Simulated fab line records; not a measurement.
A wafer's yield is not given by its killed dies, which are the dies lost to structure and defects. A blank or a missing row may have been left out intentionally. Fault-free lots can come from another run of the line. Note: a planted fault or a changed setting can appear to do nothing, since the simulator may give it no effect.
Which tool did it? || flow n5 finfet || Sampling: 6 lots, 18 wafers, 4 of 1938 route steps

## WHAT THE GAUGES READ, wafer by wafer
N5_BEOL_M14_OCD_MEAS_35.
{"lot": "L759", "measured": "day 14 10:41", "on": "ocd-01", "trench depth nm (nm)": "571 560 573"}
{"lot": "L767", "measured": "day 16 01:45", "on": "ocd-02", "trench depth nm (nm)": "559 1039 549"}
{"lot": "L768", "measured": "day 16 18:50", "on": "ocd-02", "trench depth nm (nm)": "1059 571 555"}
{"lot": "L774", "measured": "day 17 22:26", "on": "ocd-02", "trench depth nm (nm)": "545 547 545"}
{"lot": "L777", "measured": "day 19 21:10", "on": "ocd-02", "trench depth nm (nm)": "564 547 569"}
{"lot": "L778", "measured": "day 20 01:33", "on": "ocd-02", "trench depth nm (nm)": "550 562 563"}

## WHAT TOOL EACH LOT RAN ON (gives the tool, then ch and the chambers of the sampled wafers, and finally the start)
{"lot": "L759", "N5_BEOL_M14_ETCH_59": "rie diel-05 ch 1,2,3, day 14 09:16", "N5_BEOL_M14_VIA_ETCH_16": "rie diel-05 ch 1,2,3, day 14 09:19", "N5_BEOL_M14_TRENCH_ETCH_34": "rie diel-04 ch 2,3, day 14 10:32"}
{"lot": "L767", "N5_BEOL_M14_ETCH_59": "rie diel-02 ch 2,3, day 16 00:12", "N5_BEOL_M14_VIA_ETCH_16": "rie diel-02 ch 2,3, day 16 00:15", "N5_BEOL_M14_TRENCH_ETCH_34": "rie diel-04 ch 0,1,3, day 16 01:35"}
{"lot": "L768", "N5_BEOL_M14_ETCH_59": "rie diel-05 ch 2,3, day 16 17:17", "N5_BEOL_M14_VIA_ETCH_16": "rie diel-05 ch 2,3, day 16 17:20", "N5_BEOL_M14_TRENCH_ETCH_34": "rie diel-04 ch 0,1,3, day 16 18:40"}
{"lot": "L774", "N5_BEOL_M14_ETCH_59": "rie diel-04 ch 1,2, day 17 20:53", "N5_BEOL_M14_VIA_ETCH_16": "rie diel-04 ch 1,2, day 17 20:56", "N5_BEOL_M14_TRENCH_ETCH_34": "rie diel-02 ch 0,2, day 17 22:17"}
{"lot": "L777", "N5_BEOL_M14_ETCH_59": "rie diel-04 ch 0,1, day 19 19:44", "N5_BEOL_M14_VIA_ETCH_16": "rie diel-04 ch 0,1, day 19 19:47", "N5_BEOL_M14_TRENCH_ETCH_34": "rie diel-04 ch 1,2,3, day 19 21:01"}
{"lot": "L778", "N5_BEOL_M14_ETCH_59": "rie diel-04 ch 0,2,3, day 19 23:52", "N5_BEOL_M14_VIA_ETCH_16": "rie diel-04 ch 0,2,3, day 19 23:55", "N5_BEOL_M14_TRENCH_ETCH_34": "rie diel-04 ch 0,1,3, day 20 01:24"}
- N5_BEOL_M14_ETCH_59: etches BARC in N2/H2, target depth 89 nm, overetch 26.7 nm, time 67.9 s.
- N5_BEOL_M14_VIA_ETCH_16: etches SiO2 in C4F8/O2/Ar, target depth 1231.3 nm.
- N5_BEOL_M14_TRENCH_ETCH_34: etches SiO2 in C4F8/O2/Ar, target depth 556.65 nm, time 126.9 s.

## THE ANSWER, worked out from the rows above alone
Rule: the usual values come from the lots themselves. Put in order of their means at a reading, lots are off if they are a third of the lots or fewer, leave a main group of 4 or more, and stand apart from it by a gap of 3 or more times the standard deviation of the main group's means; of several such gaps the widest counts. The tables above print the reading to a certain number of digits; a main group whose means all agree to those digits is not used. Also off: a lot with no number at a reading for which 4 or more lots have one. Where the step has rows for the other lots, those lots are counted as sound.
Off: L767, L768, at N5_BEOL_M14_OCD_MEAS_35 (trench depth nm). Mean 558 nm and standard deviation 8 in the main group.
A tool fits if, at a process step before that reading, it ran every lot that is off, and no sound lot after the first of them. The gauges at N5_BEOL_M14_OCD_MEAS_35 are tried like those tools. Of those tried, none fits.

## WHAT WAS PUT IN BY THE SIMULATOR
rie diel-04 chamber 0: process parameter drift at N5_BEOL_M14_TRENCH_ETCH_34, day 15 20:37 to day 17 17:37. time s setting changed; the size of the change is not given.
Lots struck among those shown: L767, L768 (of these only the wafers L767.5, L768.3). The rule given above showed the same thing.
